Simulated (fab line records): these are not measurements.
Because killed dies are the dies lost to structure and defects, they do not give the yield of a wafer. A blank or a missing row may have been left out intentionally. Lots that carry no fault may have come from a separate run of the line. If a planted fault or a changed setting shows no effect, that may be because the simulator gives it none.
fab line records	flow nand-harc	part 2 of 2: steps 42 to 42 of 42
[record] lots = 6	wafers = 18	last-day = 32
route steps=1302 shown HYBRID_BOND@1238 THIN_TSV@1244 END@1302
lots with no fault: from the same line, run without faults
start-h: hours from the record's first day to the start of the lot's first wafer shown	wait-h: how many hours have passed since the lot's step before this one	" as in the row above	L1.1+2: several wafers, shown together as one row	- no value present, or no start provided	* or withheld: withheld	< > ~ a bound
route shown NAME@n: names a module that has steps shown in the file, with the first one's number in the route	usual: the fault-free wafers' mean and standard deviation	same: alike in all rows	chamber/n: place in a boat	sites: the reading at each site	_std_site: the values' standard deviation	_edge_site: mean of outer sites minus mean of inner sites	radius-mm: how far each site lies from the wafer's centre	mask NAME#n: copy n	behind: the last tool/chamber to shape the wafer	hold: what put the lot on hold/how long, in hours/how the hold closed	device: the transistor (n, p or np) that didn't switch	end of line: the route-end tests of the same wafers	for a step that has no rows: nothing shown but its recipe	killed: at the first sort, the dies lost to defects and structure; wafer yield is something else	map: the dies of a wafer, with x for killed, . for not killed, _ for no die there
set.NAME: the setting the step ran with; set.NAME@STEP: the setting that earlier step ran with	model.NAME: the simulator's own value behind a step, which no gauge read
a table for each step, a row for each wafer; lots at some steps of the route
services: when a tool's chamber went out of use (start-h, in hours from the record's first day, below 0 if earlier), for how many hours, and the reason
[[steps]]
[step NHARC_END_SORT_01]
[recipe] temp-c = 25
[usual] defect-limited-yield = 92.0/2.8	killed-at-array = 49/18	killed-at-other = 0.7/1.1	killed-at-periphery = 4.0/2.6	killed-dies = 54/19	killed-open = 3.4/1.7	killed-short = 2.5/1.7	sort_bin_2_pct = 2.8/1.2	sort_bin_3_pct = 0.6/0.4	sort_bin_4_pct = 4.5/1.5	sort-n-pass = 623/19	sort-rim-yield-pct = 89/4.8	sort-yield-pct = 92.0/2.8
[same] gross-dies = 677	sort_bin_5_pct[%] = 0	sort_bin_6_pct[%] = 0	sort_bin_7_pct[%] = 0	sort_bin_8_pct[%] = 0	sort-rim-n-gross = 106.00
lot.wafer	tool	chamber	start-h	wait-h	defect-limited-yield[%]	killed-at-array	killed-at-other	killed-at-periphery	killed-dies	killed-open	killed-short	sort_bin_2_pct[%]	sort_bin_3_pct[%]	sort_bin_4_pct[%]	sort-n-pass	sort-rim-yield-pct[%]	sort-yield-pct[%]
L739.1	prober-01	0	559.36	2.5	90.3	64	0	2	66	3	6	3.0	0.6	6.2	611	89	90.3
L739.2	prober-01	0	560.16	2.8	91.7	51	0	5	56	5	4	2.8	0.4	5.0	621	89	91.7
L739.5	prober-01	0	562.57	3.7	89.2	66	2	5	73	1	1	3.5	0.6	6.6	604	86	89.2
L742.2	prober-01	0	591.10	2.8	93.6	40	1	2	43	3	3	2.5	0.3	3.5	634	89	93.6
L742.3	prober-01	0	591.91	3.1	94.4	36	0	2	38	4	2	1.8	0.4	3.4	639	89	94.4
L742.4	prober-01	0	592.72	3.4	94.7	34	0	2	36	2	2	1.6	0	3.7	641	94	94.7
L749.3	prober-02	0	660.26	3.0	95.3	30	0	2	32	1	6	1.8	0.1	2.8	645	94	95.3
L749.5	prober-02	0	661.81	3.6	94.7	29	1	6	36	6	4	1.3	0.1	3.8	641	99	94.7
L749.6	prober-02	0	662.59	3.9	95.4	24	2	5	31	2	2	1.0	0.3	3.2	646	97	95.4
L755.2	prober-02	0	735.88	2.8	94.2	32	1	6	39	4	0	1.9	0.4	3.4	638	93	94.2
L755.3	prober-02	0	736.69	3.2	94.1	34	1	5	40	0	3	2.4	0.3	3.2	637	93	94.1
L755.4	prober-02	0	737.51	3.5	95.3	23	1	8	32	4	5	1.3	0.3	3.1	645	92	95.3
L757.1	prober-01	0	751.90	2.5	0	83	584	10	677	5	2	91.7	1.9	6.4	0	0	0
L757.4	prober-01	0	754.34	3.4	91.0	55	0	6	61	0	4	3.4	0.4	5.2	616	82	91.0
L757.6	prober-01	0	755.97	4.1	89.8	62	0	7	69	4	4	5.0	1.0	4.1	608	85	89.8
L760.1	prober-02	0	770.69	2.5	0	49	623	5	677	3	4	94.7	0.1	5.2	0	0	0
L760.2	prober-02	0	771.51	2.8	91.7	51	4	1	56	0	1	3.0	0.7	4.6	621	89	91.7
L760.4	prober-02	0	773.13	3.4	0	50	626	1	677	3	2	95.3	0.4	4.3	0	0	0
// killed by level:class
L739.1 A_CHANNEL_HOLE_D1:chamber-film-flake=30 A_SLIT:chamber-film-flake=16 A_CONTACT:chamber-film-flake=5 A_SGD_CUT:chamber-film-flake=3 A_CHANNEL_FILL_D2:geometric-particle:short=2 A_WL_FILL:geometric-particle:short=2 P_GATE:geometric-particle:open=1 A_CHANNEL_HOLE_D1:geometric-particle:open=1
L739.2 A_SLIT:chamber-film-flake=18 A_CHANNEL_HOLE_D1:chamber-film-flake=14 A_CONTACT:chamber-film-flake=7 A_CHANNEL_HOLE_D2:chamber-film-flake=4 A_WL_FILL:geometric-particle:open=3 P_ZERO_WELL:chamber-film-flake=2 P_GATE:geometric-particle:short=1 P_M0:geometric-particle:open=1
L739.5 A_CHANNEL_HOLE_D1:chamber-film-flake=33 A_SLIT:chamber-film-flake=17 A_CONTACT:chamber-film-flake=7 A_CHANNEL_HOLE_D2:chamber-film-flake=5 P_ZERO_WELL:chamber-film-flake=2 P_GATE:chamber-film-flake=2 A_SGD_CUT:chamber-film-flake=2 THIN_TSV:chamber-film-flake=2
L742.2 A_SLIT:chamber-film-flake=21 A_CHANNEL_HOLE_D2:chamber-film-flake=6 A_STAIRCASE:chamber-film-flake=4 A_CHANNEL_FILL_D2:chamber-film-flake=2 P_M1:geometric-particle:short=1 A_SOURCE_PLATE:geometric-particle:short=1 A_ONON_D1:geometric-particle:open=1 A_CHANNEL_FILL_D1:geometric-particle:open=1
L742.3 A_SLIT:chamber-film-flake=15 A_CHANNEL_HOLE_D2:chamber-film-flake=6 A_STAIRCASE:chamber-film-flake=3 P_CONTACT:geometric-particle:open=2 A_CHANNEL_HOLE_D1:chamber-film-flake=2 A_CHANNEL_FILL_D1:chamber-film-flake=2 A_CHANNEL_FILL_D2:chamber-film-flake=2 A_SOURCE_PLATE:geometric-particle:open=1
L742.4 A_SLIT:chamber-film-flake=19 A_CHANNEL_HOLE_D2:chamber-film-flake=6 A_STAIRCASE:chamber-film-flake=3 A_CHANNEL_HOLE_D1:chamber-film-flake=2 P_CONTACT:geometric-particle:open=1 P_M0:geometric-particle:open=1 A_ONON_D2:geometric-particle:short=1 A_BLC:geometric-particle:short=1
L749.3 A_CHANNEL_HOLE_D1:chamber-film-flake=12 A_STAIRCASE:chamber-film-flake=4 A_CONTACT:chamber-film-flake=4 A_CHANNEL_HOLE_D2:unspecified=2 P_STI:geometric-particle:short=1 P_GATE:geometric-particle:short=1 A_CHANNEL_FILL_D1:geometric-particle:short=1 A_DECK1_JOINT:geometric-particle:short=1
L749.5 A_CHANNEL_HOLE_D1:chamber-film-flake=9 A_CONTACT:chamber-film-flake=4 A_CHANNEL_HOLE_D2:unspecified=3 P_GATE:chamber-film-flake=2 P_GATE:geometric-particle:open=1 P_CONTACT:geometric-particle:open=1 P_BONDPAD:geometric-particle:short=1 A_SOURCE_PLATE:geometric-particle:short=1
L749.6 A_CHANNEL_HOLE_D1:chamber-film-flake=11 A_ZERO_WELL:chamber-film-flake=4 A_SLIT:chamber-film-flake=3 P_BONDPAD:chamber-film-flake=2 A_CONTACT:chamber-film-flake=2 THIN_TSV:chamber-film-flake=2 P_CONTACT:geometric-particle:open=1 P_M0:geometric-particle:open=1
L755.2 A_CHANNEL_HOLE_D1:chamber-film-flake=11 A_SLIT:chamber-film-flake=9 A_CONTACT:chamber-film-flake=5 A_WL_FILL:chamber-film-flake=3 P_STI:chamber-film-flake=2 P_GATE:chamber-film-flake=2 P_M1:geometric-particle:open=1 A_CHANNEL_HOLE_D1:geometric-particle:open=1
L755.3 A_CONTACT:chamber-film-flake=12 A_CHANNEL_HOLE_D1:chamber-film-flake=10 A_SLIT:chamber-film-flake=4 P_ZERO_WELL:chamber-film-flake=3 A_STAIRCASE:chamber-film-flake=2 A_CHANNEL_FILL_D1:geometric-particle:short=1 A_SGD_CUT:geometric-particle:short=1 A_WL_FILL:geometric-particle:short=1
L755.4 A_CHANNEL_HOLE_D1:chamber-film-flake=10 P_STI:chamber-film-flake=3 A_CONTACT:chamber-film-flake=3 P_ZERO_WELL:chamber-film-flake=2 A_STAIRCASE:chamber-film-flake=2 A_SLIT:chamber-film-flake=2 P_GATE:geometric-particle:short=1 P_CONTACT:geometric-particle:short=1
L757.1 THIN_TSV:area-dep=584 A_CHANNEL_HOLE_D1:chamber-film-flake=32 A_SLIT:chamber-film-flake=24 A_CHANNEL_HOLE_D2:chamber-film-flake=15 P_ZERO_WELL:chamber-film-flake=5 A_STAIRCASE:chamber-film-flake=3 P_M0:geometric-particle:open=2 A_CHANNEL_FILL_D2:chamber-film-flake=2
L757.4 A_SLIT:chamber-film-flake=18 A_CHANNEL_HOLE_D1:chamber-film-flake=15 A_CHANNEL_HOLE_D2:chamber-film-flake=12 P_ZERO_WELL:chamber-film-flake=2 P_GATE:chamber-film-flake=2 A_CHANNEL_FILL_D2:chamber-film-flake=2 A_WL_FILL:chamber-film-flake=2 A_CONTACT:chamber-film-flake=2
L757.6 A_CHANNEL_HOLE_D2:chamber-film-flake=20 A_SLIT:chamber-film-flake=13 A_CHANNEL_HOLE_D1:chamber-film-flake=12 A_CONTACT:chamber-film-flake=4 A_DECK1_JOINT:chamber-film-flake=3 P_CONTACT:geometric-particle:open=2 P_ZERO_WELL:chamber-film-flake=2 A_CHANNEL_FILL_D2:chamber-film-flake=2
L760.1 THIN_TSV:area-dep=623 A_CHANNEL_HOLE_D2:chamber-film-flake=21 A_SLIT:chamber-film-flake=8 A_CHANNEL_HOLE_D1:chamber-film-flake=7 A_CONTACT:chamber-film-flake=7 A_WL_FILL:chamber-film-flake=2 P_STI:geometric-particle:short=1 P_GATE:geometric-particle:short=1
L760.2 A_CHANNEL_HOLE_D2:chamber-film-flake=24 A_CHANNEL_HOLE_D1:chamber-film-flake=15 A_CONTACT:chamber-film-flake=6 THIN_TSV:chamber-film-flake=4 A_SLIT:chamber-film-flake=3 A_CHANNEL_FILL_D1:geometric-particle:short=1 P_ZERO_WELL:chamber-film-flake=1 A_DECK1_JOINT:chamber-film-flake=1
L760.4 THIN_TSV:area-dep=625 A_CHANNEL_HOLE_D2:chamber-film-flake=24 A_CHANNEL_HOLE_D1:chamber-film-flake=11 A_CONTACT:chamber-film-flake=7 A_CHANNEL_FILL_D1:geometric-particle:short=2 A_STAIRCASE:chamber-film-flake=2 A_SLIT:chamber-film-flake=2 P_M0:geometric-particle:open=1
// map L757.1 (x killed, . not)
____________x____________
_________xxxxxxx_________
_______xxxxxxxxxxx_______
______xxxxxxxxxxxxx______
_____xxxxxxxxxxxxxxx_____
____xxxxxxxxxxxxxxxxx____
____xxxxxxxxxxxxxxxxx____
___xxxxxxxxxxxxxxxxxxx___
___xxxxxxxxxxxxxxxxxxx___
__xxxxxxxxxxxxxxxxxxxxx__
__xxxxxxxxxxxxxxxxxxxxx__
_xxxxxxxxxxxxxxxxxxxxxxx_
_xxxxxxxxxxxxxxxxxxxxxxx_
_xxxxxxxxxxxxxxxxxxxxxxx_
_xxxxxxxxxxxxxxxxxxxxxxx_
_xxxxxxxxxxxxxxxxxxxxxxx_
xxxxxxxxxxxxxxxxxxxxxxxxx
xxxxxxxxxxxxxxxxxxxxxxxxx
xxxxxxxxxxxxxxxxxxxxxxxxx
xxxxxxxxxxxxxxxxxxxxxxxxx
xxxxxxxxxxxxxxxxxxxxxxxxx
_xxxxxxxxxxxxxxxxxxxxxxx_
_xxxxxxxxxxxxxxxxxxxxxxx_
_xxxxxxxxxxxxxxxxxxxxxxx_
_xxxxxxxxxxxxxxxxxxxxxxx_
_xxxxxxxxxxxxxxxxxxxxxxx_
__xxxxxxxxxxxxxxxxxxxxx__
__xxxxxxxxxxxxxxxxxxxxx__
___xxxxxxxxxxxxxxxxxxx___
___xxxxxxxxxxxxxxxxxxx___
____xxxxxxxxxxxxxxxxx____
____xxxxxxxxxxxxxxxxx____
_____xxxxxxxxxxxxxxx_____
______xxxxxxxxxxxxx______
_______xxxxxxxxxxx_______
_________xxxxxxx_________
____________x____________
// map L760.1 (x killed, . not)
____________x____________
_________xxxxxxx_________
_______xxxxxxxxxxx_______
______xxxxxxxxxxxxx______
_____xxxxxxxxxxxxxxx_____
____xxxxxxxxxxxxxxxxx____
____xxxxxxxxxxxxxxxxx____
___xxxxxxxxxxxxxxxxxxx___
___xxxxxxxxxxxxxxxxxxx___
__xxxxxxxxxxxxxxxxxxxxx__
__xxxxxxxxxxxxxxxxxxxxx__
_xxxxxxxxxxxxxxxxxxxxxxx_
_xxxxxxxxxxxxxxxxxxxxxxx_
_xxxxxxxxxxxxxxxxxxxxxxx_
_xxxxxxxxxxxxxxxxxxxxxxx_
_xxxxxxxxxxxxxxxxxxxxxxx_
xxxxxxxxxxxxxxxxxxxxxxxxx
xxxxxxxxxxxxxxxxxxxxxxxxx
xxxxxxxxxxxxxxxxxxxxxxxxx
xxxxxxxxxxxxxxxxxxxxxxxxx
xxxxxxxxxxxxxxxxxxxxxxxxx
_xxxxxxxxxxxxxxxxxxxxxxx_
_xxxxxxxxxxxxxxxxxxxxxxx_
_xxxxxxxxxxxxxxxxxxxxxxx_
_xxxxxxxxxxxxxxxxxxxxxxx_
_xxxxxxxxxxxxxxxxxxxxxxx_
__xxxxxxxxxxxxxxxxxxxxx__
__xxxxxxxxxxxxxxxxxxxxx__
___xxxxxxxxxxxxxxxxxxx___
___xxxxxxxxxxxxxxxxxxx___
____xxxxxxxxxxxxxxxxx____
____xxxxxxxxxxxxxxxxx____
_____xxxxxxxxxxxxxxx_____
______xxxxxxxxxxxxx______
_______xxxxxxxxxxx_______
_________xxxxxxx_________
____________x____________
[[services]]
tool	chamber	start-h	hours	kind
cmp-02	-	526.72	4.0	pm
pecvd-02	-	531.01	1.8	repair
pvd-sputter-03	-	532.20	10.0	pm
cmp-02	-	536.40	1.9	repair
cmp-01	-	540.55	0.8	repair
cmp-02	-	546.22	0.2	repair
cmp-03	-	554.00	4.0	pm
cmp-01	-	577.85	4.0	pm
cmp-02	-	579.30	1.3	repair
pecvd-02	0	581.42	23.1	repair
pecvd-02	-	590.82	13.0	pm
cmp-01	-	594.65	2.9	repair
cmp-03	-	595.90	1.5	repair
rie-diel-11	-	609.50	9.0	pm
cmp-02	-	624.72	4.0	pm
rie-diel-07	-	648.20	9.0	pm
cmp-03	-	652.00	4.0	pm
rie-diel-07	-	672.13	0.4	repair
cmp-01	-	675.85	4.0	pm
rie-diel-07	-	682.65	4.9	repair
plasma-asher-01	-	696.05	9.0	pm
pvd-sputter-03	-	701.98	4.9	repair
plasma-asher-01	-	705.92	1.2	repair
cmp-03	-	750.00	4.0	pm
[[key]]
[first-sign] step = NHARC_END_SORT_01	reading = killed-at-other	direction = up	sigmas = 99+	usual = 0.7	struck = 611
[effect] step = NHARC_END_SORT_01	reading = sort_bin_2_pct	direction = up	sigmas = 73	usual = 2.8	struck = 93.9
[more-kills-born-at] NHARC_THIN_TSV_DEP_43@pecvd-02 = 1832
met-at NHARC_THIN_TSV_DEP_43
struck-wafers L757.1,L760.1,L760.4
later-rows-left-out L757.1,L760.1,L760.4
onset-between 644.00 736.23
[fault] kind = process-parameter-drift	tool = pecvd-02	chamber = 0	onset-h = 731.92	steps = NHARC_THIN_TSV_DEP_43	channel = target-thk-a	offset = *	shape = step	end-h = 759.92	acts-in = *	stated = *
// later-rows-left-out: the simulator's readings of these wafers behind a module that went badly wrong aren't trusted and aren't shown, but for the sort
